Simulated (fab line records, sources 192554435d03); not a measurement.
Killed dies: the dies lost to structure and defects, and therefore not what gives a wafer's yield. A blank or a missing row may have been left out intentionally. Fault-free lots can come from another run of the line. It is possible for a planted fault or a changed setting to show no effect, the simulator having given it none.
Matching of chambers :: flow n5Finfet :: 3 sister chambers for N5_BEOL_M11_ILD_DEP_00 on pecvd-02
The step deposits SiCOH lowk from DEMS/porogen, target thk 308.51 nm, time 58 s. 3 wafers are shown with their chamber, then 10 later ones without.

## WAFERS WITH THEIR CHAMBER
wafer: L089.6
chamber: 0
heaterPowerW (W): 421

wafer: L088.1
chamber: 2
heaterPowerW (W): 372

wafer: L088.5
chamber: 1
heaterPowerW (W): 308

## WAFERS WHOSE CHAMBER IS MISSING
wafer: L088.6
heaterPowerW (W): 370

wafer: L096.1
heaterPowerW (W): 348

wafer: L096.2
heaterPowerW (W): 465

wafer: L096.3
heaterPowerW (W): 359

wafer: L096.4
heaterPowerW (W): 381

wafer: L096.5
heaterPowerW (W): 360

wafer: L096.6
heaterPowerW (W): 396

wafer: L097.1
heaterPowerW (W): 300

wafer: L097.4
heaterPowerW (W): 378

wafer: L097.5
heaterPowerW (W): 304

## WHICH CHAMBER EACH WENT THROUGH
wafer: L088.6
from the rows above: 2
in truth: 2

wafer: L096.1
from the rows above: can't be placed: 2 or 1
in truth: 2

wafer: L096.2
from the rows above: 0
in truth: 0

wafer: L096.3
from the rows above: 2
in truth: 2

wafer: L096.4
from the rows above: can't be placed: 2 or 0
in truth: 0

wafer: L096.5
from the rows above: 2
in truth: 2

wafer: L096.6
from the rows above: can't be placed: 2 or 0
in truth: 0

wafer: L097.1
from the rows above: 1
in truth: 1

wafer: L097.4
from the rows above: can't be placed: 2 or 0
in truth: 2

wafer: L097.5
from the rows above: 1
in truth: 1
Correct placement for 6 of the 10. Unplaceable from these rows: 4, with the true chamber sitting among the candidates in 4. Wrongly placed: 0.
How it was worked out, from the rows above alone: a wafer's distance from a chamber is the root of the sum, over the readings, of the square of ((its reading less the chamber's mean) divided by the reading's scatter). The wafer belongs to the nearest chamber; if the next one is less than 2 further off, it can't be placed. For every chamber, the mean is computed from those of its wafers that are shown. The scatter: root of mean squared gap, hidden wafer to nearest shown wafer, with one shown wafer a chamber.
